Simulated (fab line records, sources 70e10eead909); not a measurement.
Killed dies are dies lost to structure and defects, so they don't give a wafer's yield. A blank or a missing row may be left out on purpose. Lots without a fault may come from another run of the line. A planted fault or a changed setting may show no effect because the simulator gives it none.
Which tool did it? | flow nand_harc | 14 lots, 41 wafers sampled, at 6 steps of a route of 1302

WHAT THE GAUGES READ, wafer by wafer
NHARC_A_START_INSPECT_01. Usual: raw_defect_count 3.4, standard deviation 1.8.
lot  | measured     | on                | raw_defect_count | flag
L134 | day 6 20:11  | defect_inspect-02 | 3 5 1            |
L135 | day 7 07:12  | defect_inspect-02 | 1 4 5            |
L137 | day 8 08:57  | defect_inspect-01 | 2 1 5            |
L138 | day 8 09:39  | defect_inspect-01 | 3 2 4            |
L139 | day 8 20:24  | defect_inspect-01 | 1 1 3            |
L140 | day 9 02:02  | defect_inspect-02 | 8 2 6            |
L141 | day 9 17:56  | defect_inspect-02 | 2 3 4            |
L142 | day 10 01:07 | defect_inspect-01 | 3 1 0            |
L143 | day 10 18:43 | defect_inspect-01 | 3 5 5            |
L145 | day 11 05:51 | defect_inspect-01 | 3 3 2            |
L146 | day 11 16:11 | defect_inspect-02 | 2 3 4            |
L148 | day 12 20:43 | defect_inspect-02 | 6 3 2            |
L152 | day 14 02:07 | defect_inspect-02 | 4 4 2            |
L155 | day 15 12:37 | defect_inspect-02 | 1 7              |

NHARC_A_ONON_D1_THK_MEAS_08: measures by ellipsometry. Usual: thk_nm 1001 nm, standard deviation 10.
lot  | measured     | on            | thk_nm (nm)    | flag
L134 | day 7 22:32  | film_metro-01 | 1002 1001 1001 |
L135 | day 8 07:27  | film_metro-02 | 999 999 999    |
L137 | day 9 10:02  | film_metro-01 | 1007 1008 1006 |
L138 | day 9 10:02  | film_metro-02 | 995 997 996    |
L139 | day 9 22:24  | film_metro-01 | 1023 1021 1024 |
L140 | day 10 02:55 | film_metro-02 | 1013 1012 1012 |
L141 | day 10 22:31 | film_metro-01 | 996 994 994    |
L142 | day 11 01:46 | film_metro-02 | 981 979 982    |
L143 | day 11 18:35 | film_metro-02 | 1012 1013 1013 |
L145 | day 12 10:12 | film_metro-02 | 998 1000 1002  |
L146 | day 12 16:53 | film_metro-02 | 993 994 991    |
L148 | day 13 20:19 | film_metro-02 | 1007 1009 1007 |
L152 | day 15 08:01 | film_metro-02 | 1162 983 986   | OFF
L155 | day 16 12:40 | film_metro-01 | 1178 1001      | OFF

NHARC_END_SORT_01. Usual: killed_at_array 53, standard deviation 20; killed_at_other 1, standard deviation 1.2; killed_at_periphery 3.7, standard deviation 2.6; killed_dies 58, standard deviation 20; killed_open 3.5, standard deviation 1.8; killed_short 2.4, standard deviation 1.7.
lot  | measured     | on        | killed_at_array | killed_at_other | killed_at_periphery | killed_dies | killed_open | killed_short | flag
L152 | day 31 19:31 | prober-01 | 671 43 44       | 2 0 0           | 4 2 2               | 677 45 46   | 2 4 3       | 2 0 0        | OFF
L155 | day 33 05:23 | prober-02 | 664 25          | 6 1             | 7 9                 | 677 35      | 5 3         | 2 5          | OFF

WHICH TOOL RAN EACH LOT (tool, then ch and the chambers of the sampled wafers, then the start)
lot  | NHARC_P_BONDPAD_PRE_CLEAN_26            | NHARC_P_BONDPAD_PVD_17                  | NHARC_A_ONON_D1_DEP_06
L134 | pvd_sputter-02, day 6 20:11 or earlier  | pvd_sputter-02, day 6 20:11 or earlier  | pecvd_onon-04 ch 0, day 7 22:04
L135 | pvd_sputter-03, day 7 07:12 or earlier  | pvd_sputter-03, day 7 07:12 or earlier  | pecvd_onon-03 ch 0, day 8 07:00
L137 | pvd_sputter-02, day 8 08:57 or earlier  | pvd_sputter-02, day 8 08:57 or earlier  | pecvd_onon-03 ch 0, day 9 09:35
L138 | pvd_sputter-02, day 8 09:39 or earlier  | pvd_sputter-02, day 8 09:39 or earlier  | pecvd_onon-02 ch 0, day 9 09:39
L139 | pvd_sputter-03, day 8 20:24 or earlier  | pvd_sputter-03, day 8 20:24 or earlier  | pecvd_onon-04 ch 0, day 9 21:57
L140 | pvd_sputter-01, day 9 02:02 or earlier  | pvd_sputter-01, day 9 02:02 or earlier  | pecvd_onon-02 ch 0, day 10 02:32
L141 | pvd_sputter-02, day 9 17:56 or earlier  | pvd_sputter-02, day 9 17:56 or earlier  | pecvd_onon-02 ch 0, day 10 22:03
L142 | pvd_sputter-03, day 10 01:07 or earlier | pvd_sputter-03, day 10 01:07 or earlier | pecvd_onon-02 ch 0, day 11 01:19
L143 | pvd_sputter-02, day 10 18:43 or earlier | pvd_sputter-02, day 10 18:43 or earlier | pecvd_onon-04 ch 0, day 11 18:09
L145 | pvd_sputter-03, day 11 05:51 or earlier | pvd_sputter-03, day 11 05:51 or earlier | pecvd_onon-03 ch 0, day 12 09:45
L146 | pvd_sputter-02, day 11 16:11 or earlier | pvd_sputter-02, day 11 16:11 or earlier | pecvd_onon-03 ch 0, day 12 16:34
L148 | pvd_sputter-01, day 12 20:43 or earlier | pvd_sputter-01, day 12 20:43 or earlier | pecvd_onon-02 ch 0, day 13 19:52
L152 | pvd_sputter-02, day 14 02:07 or earlier | pvd_sputter-02, day 14 02:07 or earlier | pecvd_onon-04 ch 0, day 15 07:37
L155 | pvd_sputter-02, day 15 12:37 or earlier | pvd_sputter-02, day 15 12:37 or earlier | pecvd_onon-04 ch 0, day 16 12:09
- NHARC_P_BONDPAD_PRE_CLEAN_26: time 30 s.
- NHARC_P_BONDPAD_PVD_17: deposits TaN, target thk 5 nm, time 8.06 s.
- NHARC_A_ONON_D1_DEP_06: target thk 1000 nm.

WHAT THE TOOLS THEMSELVES READ (means of the sampled wafers that have a number; where no wafer has one, the mark that the record gives instead)
NHARC_P_BONDPAD_PRE_CLEAN_26. Usual: heater_power_w 407 W, standard deviation 40.
lot  | tool           | heater_power_w (W) | flag
L134 | pvd_sputter-02 | 380                |
L135 | pvd_sputter-03 | 442                |
L137 | pvd_sputter-02 | 394                |
L138 | pvd_sputter-02 | 394                |
L139 | pvd_sputter-03 | 396                |
L140 | pvd_sputter-01 | 376                |
L141 | pvd_sputter-02 | 376                |
L142 | pvd_sputter-03 | 444                |
L143 | pvd_sputter-02 | 381                |
L145 | pvd_sputter-03 | 423                |
L146 | pvd_sputter-02 | 382                |
L148 | pvd_sputter-01 | 447                |
L152 | pvd_sputter-02 | 375                |
L155 | pvd_sputter-02 | 398                |

NHARC_P_BONDPAD_PVD_17. Usual: chamber_pressure_pa 0.12 Pa, standard deviation 0.00022; throttle_valve_pct 29.5 %, standard deviation 0.97.
lot  | tool           | chamber_pressure_pa (Pa) | throttle_valve_pct (%) | flag
L134 | pvd_sputter-02 | 0.12                     | 29.5                   |
L135 | pvd_sputter-03 | 0.12                     | 31.2                   |
L137 | pvd_sputter-02 | 0.12                     | 29.9                   |
L138 | pvd_sputter-02 | 0.12                     | 29.9                   |
L139 | pvd_sputter-03 | 0.12                     | 29.6                   |
L140 | pvd_sputter-01 | 0.12                     | 29.8                   |
L141 | pvd_sputter-02 | 0.12                     | 29.4                   |
L142 | pvd_sputter-03 | 0.12                     | 28.6                   |
L143 | pvd_sputter-02 | 0.12                     | 29.3                   |
L145 | pvd_sputter-03 | 0.12                     | 29.6                   |
L146 | pvd_sputter-02 | 0.12                     | 29.3                   |
L148 | pvd_sputter-01 | 0.12                     | 29.5                   |
L152 | pvd_sputter-02 | 0.12                     | 29.9                   |
L155 | pvd_sputter-02 | 0.12                     | 29.6                   |

THE ANSWER, worked out from the rows above alone
Rule: a lot is off if the mean of its wafers that have a number lies more than 3 standard deviations from the usual mean. A lot without any number at a reading at which 4 lots or more have one is off too. The other lots that the step has rows for count as sound. The gauges are gone through in route order, then the tools' own readings, and for those a lot's mean is taken as printed above. The first step at which some lot is off is used, and at that step the reading that is off furthest; a lot without a number counts as furthest.
Off: L152, L155, at NHARC_A_ONON_D1_THK_MEAS_08 (thk_nm).
A tool fits if, at a process step before that reading, it ran every lot that is off, and no sound lot after the first of them. The gauges at NHARC_A_ONON_D1_THK_MEAS_08 aren't tried: what is off there is off at NHARC_END_SORT_01 too, on other tools, and a gauge's error can't cause that. NHARC_P_BONDPAD_PRE_CLEAN_26 gives no start for some lots, so the hours and the order of its lots are those of NHARC_A_START_INSPECT_01. NHARC_P_BONDPAD_PVD_17 gives no start for some lots, so the hours and the order of its lots are those of NHARC_A_START_INSPECT_01. Can't be told from this: 2 tools fit, pvd_sputter-02 at NHARC_P_BONDPAD_PRE_CLEAN_26 and NHARC_P_BONDPAD_PVD_17, pecvd_onon-04 at NHARC_A_ONON_D1_DEP_06.

WHAT THE SIMULATOR HAD PUT IN
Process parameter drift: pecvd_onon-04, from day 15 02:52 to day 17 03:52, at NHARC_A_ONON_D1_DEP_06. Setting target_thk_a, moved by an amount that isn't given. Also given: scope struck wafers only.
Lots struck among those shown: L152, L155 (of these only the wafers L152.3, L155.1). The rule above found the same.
